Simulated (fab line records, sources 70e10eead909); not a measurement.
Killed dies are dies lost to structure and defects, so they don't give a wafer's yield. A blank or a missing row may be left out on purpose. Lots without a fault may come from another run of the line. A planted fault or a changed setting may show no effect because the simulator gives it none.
fab line records | flow nand_harc
record lots=12 wafers=36 last_day=33
route steps=1302 shown A_SGD_CUT@902 A_SLIT@933 A_SIN_REMOVE@951 END@1302
lots that met no fault: from a run of the same line without faults
start_h: hours from the record's first day to the start of the lot's first wafer shown | wait_h: hours since the lot's step before | " the same as in the row above | L1.1+2: a row that stands for several wafers | - no value, or no start given | * or withheld: withheld | < > ~ a bound
route shown NAME@n: a module of which the file shows steps, and the number in the route of the first | usual: mean/standard deviation of fault-free wafers | same: alike in all rows | chamber/n: place in a boat | sites: the reading at each site | _std_site: their standard deviation | _edge_site: outer sites' mean less inner sites' | radius_mm: how far each site lies from the wafer's centre | mask NAME#n: copy n | behind: the tool/chamber that last shaped the wafer | hold: why the lot was held/for how many hours/how that ended | device: the transistor (n, p or np) that didn't switch | end of line: the same wafers' tests at the end of the route | a step without rows: its recipe alone | killed: dies lost to structure and defects at the first sort, not the wafer's yield | map: a wafer's dies, x killed, . not, _ none there
set.NAME: the setting as run; set.NAME@STEP: as run at that earlier step | model.NAME: the simulator's own value behind a step, which no gauge read
steps of the route over a sample of lots; a table a step, a row a wafer
services: from which hour (start_h, from the record's first day; less than 0 if before it) a tool's chamber was out of use, for how many hours, and why
## steps
# step NHARC_A_SGD_CUT_OVL_MEAS_10
# usual overlay_x_nm=-0.2/1 overlay_y_nm=-0.1/0.96
# columns lot.wafer tool chamber start_h wait_h overlay_x_nm overlay_y_nm
L649.3 overlay-01 - 460.26 - -2.1 1.1
L649.4 " - " " -1.8 1.8
L649.5 " - " " -1.6 0.9
L650.3 overlay-01 - 466.00 - -2.2 -0.7
L650.4 " - " " -1.8 -0.2
L650.5 " - " " -2.0 -0.6
L652.2 overlay-01 - 472.67 - 0.8 -0.2
L652.3 " - " " 0.6 0.3
L652.4 " - " " 0.5 -0.7
L655.2 overlay-01 - 500.72 - 0.8 0.0
L655.3 " - " " 0.2 -0.4
L655.6 " - " " 0.6 0.6
L656.1 overlay-02 - 517.72 - -0.6 1.3
L656.2 " - " " -0.1 0.7
L656.5 " - " " -0.4 0.6
L658.3 overlay-01 - 537.75 - 0.7 -2.0
L658.4 " - " " 0.1 -1.2
L658.5 " - " " 0.1 -0.7
L665.2 overlay-02 - 602.29 - 1.9 -0.8
L665.4 " - " " 1.8 -0.8
L665.6 " - " " 2.0 -0.8
L666.1 overlay-01 - 602.73 - 0.8 -1.4
L666.4 " - " " 0.9 -1.6
L666.6 " - " " 0.3 -1.7
L667.1 overlay-02 - 631.02 - 0.2 -0.1
L667.2 " - " " -0.5 0.1
L667.4 " - " " -0.7 -0.3
L668.1 overlay-01 - 637.30 - 0.1 -2.0
L668.2 " - " " -0.2 -2.0
L668.5 " - " " -0.1 -2.1
L669.2 overlay-02 - 658.79 - -0.7 0.6
L669.3 " - " " 0.0 0.9
L669.4 " - " " 0.2 0.8
L671.1 overlay-01 - 665.07 - -1.1 1.5
L671.2 " - " " -0.8 2.0
L671.3 " - " " -1.7 1.5
# step NHARC_A_SGD_CUT_INSPECT_11
# usual raw_defect_count=52/31
# columns lot.wafer tool chamber start_h wait_h raw_defect_count
L649.3 defect_inspect-01 - 460.30 0.0 49
L649.4 " - " " 67
L649.5 " - " " 65
L650.3 defect_inspect-02 - 466.03 0.0 111
L650.4 " - " " 126
L650.5 " - " " 118
L652.2 defect_inspect-02 - 472.70 0.0 98
L652.3 " - " " 109
L652.4 " - " " 111
L655.2 defect_inspect-01 - 500.76 0.0 77
L655.3 " - " " 65
L655.6 " - " " 74
L656.1 defect_inspect-02 - 517.76 0.0 28
L656.2 " - " " 28
L656.5 " - " " 33
L658.3 defect_inspect-01 - 537.79 0.0 28
L658.4 " - " " 30
L658.5 " - " " 40
L665.2 defect_inspect-01 - 602.33 0.0 46
L665.4 " - " " 53
L665.6 " - " " 48
L666.1 defect_inspect-01 - 602.76 0.0 67
L666.4 " - " " 60
L666.6 " - " " 63
L667.1 defect_inspect-01 - 631.06 0.0 56
L667.2 " - " " 60
L667.4 " - " " 53
L668.1 defect_inspect-01 - 637.34 0.0 23
L668.2 " - " " 21
L668.5 " - " " 18
L669.2 defect_inspect-02 - 658.82 0.0 6
L669.3 " - " " 6
L669.4 " - " " 5
L671.1 defect_inspect-02 - 665.11 0.0 36
L671.2 " - " " 27
L671.3 " - " " 26
# step NHARC_A_SLIT_CD_MEAS_09
# recipe target_cd_nm=300 landing_energy_ev=500
# usual cd_nm=299.6/1
# same landing_energy_ev=500
# columns lot.wafer tool chamber start_h wait_h cd_nm
L649.3 cd_sem-01 0 472.22 - 298.7
L649.4 " 0 " " 299.0
L649.5 " 0 " " 298.4
L650.3 cd_sem-03 0 479.12 - 300.6
L650.4 " 0 " " 300.9
L650.5 " 0 " " 301.4
L652.2 cd_sem-02 0 486.63 - 299.3
L652.3 " 0 " " 300.5
L652.4 " 0 " " 300.4
L655.2 cd_sem-01 0 514.73 - 300.7
L655.3 " 0 " " 299.6
L655.6 " 0 " " 300.8
L656.1 cd_sem-01 0 530.85 - 300.0
L656.2 " 0 " " 299.7
L656.5 " 0 " " 299.7
L658.3 cd_sem-01 0 549.78 - 298.8
L658.4 " 0 " " 298.2
L658.5 " 0 " " 298.2
L665.2 cd_sem-03 0 615.95 - 298.7
L665.4 " 0 " " 299.4
L665.6 " 0 " " 299.6
L666.1 cd_sem-03 0 616.70 - 300.0
L666.4 " 0 " " 300.7
L666.6 " 0 " " 300.5
L667.1 cd_sem-02 0 643.08 - 300.6
L667.2 " 0 " " 300.8
L667.4 " 0 " " 300.8
L668.1 cd_sem-01 0 652.24 - 299.1
L668.2 " 0 " " 298.5
L668.5 " 0 " " 298.9
L669.2 cd_sem-01 0 671.55 - 300.2
L669.3 " 0 " " 299.8
L669.4 " 0 " " 300.6
L671.1 cd_sem-03 0 684.30 - 298.9
L671.2 " 0 " " 299.6
L671.3 " 0 " " 299.4
# step NHARC_A_SLIT_STRIP_18
# recipe o2_flow_sccm=500 ar_flow_sccm=0 bias_w=0 chemistry=O2
# usual drypump_motor_current_A=5.6/0.56 o2_flow_sccm=500.1/1.5 oes_product_au=1.000/0.012 rf_vpp_V=57.7/0.86 showerhead_plenum_p_Torr=3.48/0.15 throttle_valve_pct=17.037/0.009
# columns lot.wafer tool chamber start_h wait_h drypump_motor_current_A o2_flow_sccm oes_product_au rf_hours_counter_h rf_vpp_V showerhead_plenum_p_Torr throttle_valve_pct
L649.3 rie_diel-02 1 478.30 - 4.8 499.5 0.970 5.0 57.0 3.37 17.039
L649.4 " 2 " " 5.7 498.4 0.995 5.5 56.0 3.46 17.022
L649.5 " 3 " " 4.8 502.3 1.000 - 55.9 3.32 17.045
L650.3 rie_diel-02 2 485.11 - 5.7 503.1 1.002 5.6 57.0 3.46 17.045
L650.4 " 0 " " 5.9 498.4 0.999 4.2 58.2 3.77 17.036
L650.5 " 2 " " 5.8 501.0 1.005 - 56.2 3.46 17.031
L652.4 rie_diel-12 1 492.71 - 5.8 501.4 0.989 1.3 57.7 3.40 17.040
L652.3 " 3 " " 5.8 502.0 1.009 3.9 59.1 3.52 17.022
L652.2 " 0 " " 6.6 502.2 1.010 3.3 57.9 3.70 17.037
L655.2 rie_diel-12 1 520.74 - 5.8 500.1 0.989 2.8 58.2 3.40 17.038
L655.3 " 0 " " 6.6 502.2 0.997 5.4 58.4 3.70 17.027
L655.6 " 1 " " 5.8 500.2 0.994 - 57.6 3.40 17.036
L656.1 rie_diel-12 1 536.89 - 5.8 498.6 0.993 4.0 57.9 3.40 17.020
L656.2 " 0 " " 6.6 501.6 1.006 6.6 58.0 3.70 17.024
L656.5 " 0 " " 6.6 499.8 0.996 - 59.0 3.70 17.047
L658.3 rie_diel-03 2 555.79 - 6.4 498.8 1.009 4.1 57.7 3.37 17.032
L658.4 " 0 " " 5.5 497.1 1.022 4.8 58.8 3.50 17.037
L658.5 " 1 " " 5.3 499.0 0.987 - 57.7 3.36 17.041
L665.2 rie_diel-02 2 622.06 - 5.8 497.2 1.000 4.3 56.9 3.46 17.048
L665.4 " 3 " " 4.8 499.7 1.001 4.3 57.1 3.32 17.043
L665.6 " 0 " " 5.8 499.3 1.003 - 56.8 3.77 17.037
L666.1 rie_diel-03 0 622.83 - 5.5 502.3 1.001 8.1 57.6 3.49 17.044
L666.4 " 1 " " 5.3 500.8 0.992 9.1 56.3 3.36 17.053
L666.6 " 1 " " 5.3 499.6 0.992 - 58.4 3.36 17.040
L667.4 rie_diel-12 3 649.19 - 5.7 500.2 1.006 0.3 58.0 3.52 17.030
L667.1 " 1 " " 5.8 500.9 0.966 0.2 59.0 3.40 17.036
L667.2 " 2 " " 6.2 499.0 0.998 0.2 59.9 3.72 17.034
L668.2 rie_diel-02 2 660.43 - 5.8 499.9 1.003 7.1 56.5 3.46 17.038
L668.1 " 0 " " 5.9 500.0 1.006 7.1 58.1 3.77 17.029
L668.5 " 3 " " 4.8 499.1 1.000 - 56.9 3.32 17.030
L669.3 rie_diel-12 3 677.62 - 5.8 500.2 1.005 0.8 57.6 3.52 17.040
L669.2 " 0 " " 6.6 501.9 1.009 0.8 58.6 3.69 17.039
L669.4 " 1 " " 5.8 501.1 0.966 0.6 58.3 3.40 17.035
L671.2 rie_diel-02 2 691.63 - 5.7 499.6 1.007 9.3 58.9 3.45 17.033
L671.1 " 3 " " 4.8 503.3 1.009 9.2 58.0 3.32 17.043
L671.3 " 1 " " 4.8 500.3 0.984 7.6 57.6 3.36 17.046
# step NHARC_A_SIN_REMOVE_INSPECT_04
# usual raw_defect_count=383/96
# columns lot.wafer tool chamber start_h wait_h raw_defect_count
L649.3 defect_inspect-01 - 485.36 0.0 351
L649.4 " - " " 354
L649.5 " - " " 338
L650.3 defect_inspect-02 - 492.10 0.0 286
L650.4 " - " " 325
L650.5 " - " " 315
L652.2 defect_inspect-02 - 499.77 0.0 413
L652.3 " - " " 297
L652.4 " - " " 372
L655.2 defect_inspect-01 - 527.77 0.0 1267
L655.3 " - " " 1257
L655.6 " - " " 1402
L656.1 defect_inspect-01 - 543.90 0.0 1249
L656.2 " - " " 1256
L656.5 " - " " 1319
L658.3 defect_inspect-02 - 562.82 0.0 452
L658.4 " - " " 413
L658.5 " - " " 524
L666.1 defect_inspect-02 - 629.09 0.0 543
L666.4 " - " " 490
L666.6 " - " " 423
L665.2 defect_inspect-01 - 629.09 0.0 339
L665.4 " - " " 376
L665.6 " - " " 315
L667.1 defect_inspect-02 - 656.23 0.0 350
L667.2 " - " " 297
L667.4 " - " " 344
L668.1 defect_inspect-01 - 667.53 0.0 544
L668.2 " - " " 436
L668.5 " - " " 480
L669.2 defect_inspect-02 - 684.67 0.0 345
L669.3 " - " " 238
L669.4 " - " " 225
L671.1 defect_inspect-01 - 698.67 0.0 293
L671.2 " - " " 279
L671.3 " - " " 276
# step NHARC_END_SORT_01
# recipe temp_c=25
# usual killed_at_array=52/16 killed_at_other=0.8/0.98 killed_at_periphery=4.2/2.9 killed_dies=57/16 killed_open=3.3/1.9 killed_short=2.5/1.5
# same gross_dies=677
# columns lot.wafer tool chamber start_h wait_h killed_at_array killed_at_other killed_at_periphery killed_dies killed_open killed_short
L655.2 prober-01 0 625.54 2.8 158 0 2 160 3 3
L655.3 prober-01 0 626.34 3.1 145 0 2 147 3 2
L655.6 prober-01 0 628.76 4.0 158 1 1 160 5 0
L656.1 prober-01 0 640.08 2.5 139 0 8 147 5 2
L656.2 prober-01 0 640.88 2.8 152 2 4 158 2 2
L656.5 prober-01 0 643.27 3.7 116 1 11 128 6 2
# killed by level:class
L655.2 A_SLIT:unspecified=95 A_CHANNEL_HOLE_D1:chamber_film_flake=21 A_SLIT:chamber_film_flake=20 A_CHANNEL_HOLE_D2:chamber_film_flake=10 A_M0:geometric_particle:open=2 P_STI:chamber_film_flake=2 A_CHANNEL_FILL_D1:chamber_film_flake=2 A_CONTACT:chamber_film_flake=2
L655.3 A_SLIT:unspecified=90 A_CHANNEL_HOLE_D1:chamber_film_flake=30 A_CHANNEL_HOLE_D2:chamber_film_flake=10 A_SLIT:chamber_film_flake=8 P_M0:geometric_particle:open=2 A_ONON_D1:geometric_particle:short=1 A_CHANNEL_FILL_D1:geometric_particle:open=1 A_WL_FILL:geometric_particle:short=1
L655.6 A_SLIT:unspecified=88 A_CHANNEL_HOLE_D1:chamber_film_flake=31 A_SLIT:chamber_film_flake=21 A_CHANNEL_HOLE_D2:chamber_film_flake=8 A_M0:geometric_particle:open=3 A_WL_FILL:chamber_film_flake=2 A_CHANNEL_FILL_D1:geometric_particle:open=1 P_STI:chamber_film_flake=1
L656.1 A_SLIT:unspecified=95 A_SLIT:chamber_film_flake=17 A_CHANNEL_HOLE_D2:chamber_film_flake=7 P_CONTACT:chamber_film_flake=7 A_WL_FILL:chamber_film_flake=5 A_STAIRCASE:chamber_film_flake=3 A_CONTACT:chamber_film_flake=3 A_CHANNEL_FILL_D2:geometric_particle:open=2
L656.2 A_SLIT:unspecified=96 A_SLIT:chamber_film_flake=28 A_CHANNEL_HOLE_D2:chamber_film_flake=12 A_STAIRCASE:chamber_film_flake=5 P_CONTACT:chamber_film_flake=3 A_CHANNEL_HOLE_D1:chamber_film_flake=2 A_WL_FILL:chamber_film_flake=2 A_M1:chamber_film_flake=2
L656.5 A_SLIT:unspecified=82 A_CHANNEL_HOLE_D2:chamber_film_flake=17 P_CONTACT:chamber_film_flake=8 A_SLIT:chamber_film_flake=7 P_M1:geometric_particle:open=2 A_CHANNEL_FILL_D2:geometric_particle:open=2 A_CHANNEL_FILL_D1:chamber_film_flake=2 A_STAIRCASE:chamber_film_flake=2
## services
# columns tool chamber start_h hours kind
rie_diel-12 0 454.40 - clean
rie_diel-12 1 454.40 - clean
rie_diel-12 2 454.40 - clean
rie_diel-12 3 454.40 - clean
rie_diel-03 - 458.30 9.0 pm
rie_diel-02 0 476.20 - clean
rie_diel-02 1 476.20 - clean
rie_diel-02 2 476.20 - clean
rie_diel-02 3 476.20 - clean
rie_diel-12 0 478.90 - clean
rie_diel-12 1 478.90 - clean
rie_diel-12 2 478.90 - clean
rie_diel-12 3 478.90 - clean
rie_diel-02 0 500.70 - clean
rie_diel-02 1 500.70 - clean
rie_diel-02 2 500.70 - clean
rie_diel-02 3 500.70 - clean
rie_diel-12 3 530.82 7.2 repair
rie_diel-02 - 570.70 9.0 pm
rie_diel-03 3 575.24 11.4 repair
rie_diel-03 0 602.78 9.4 repair
rie_diel-12 - 622.40 9.0 pm
rie_diel-02 1 630.49 7.7 repair
rie_diel-03 - 635.30 9.0 pm
## key
first_sign step=NHARC_A_SIN_REMOVE_INSPECT_04 reading=raw_defect_count direction=up sigmas=9.5 usual=383 struck=1292
effect step=NHARC_END_SORT_01 reading=killed_at_array direction=up sigmas=5.9 usual=52 struck=145
more_kills_born_at NHARC_A_SLIT_STRIP_18@rie_diel-12=546
met_at NHARC_A_SLIT_STRIP_18
struck_lots L655,L656
tester_left_out L655,L656
not_acting_at NHARC_A_SGD_CUT_OVL_MEAS_10,NHARC_A_SGD_CUT_INSPECT_11,NHARC_A_SLIT_CD_MEAS_09
onset_between 492.71 520.74
fault kind=chamber_particle_source tool=rie_diel-12 chamber=- onset_h=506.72 steps=NHARC_A_SLIT_STRIP_18 rate_per_visit_cm2=1.3266 end_h=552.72
# tester_left_out: of these lots the tester's yield and bins aren't shown, on N5 and GAA mostly nor the transistor test; their killed dies are dies lost to structure and defects alone, not to doping, threshold or leakage, so they don't give the yield
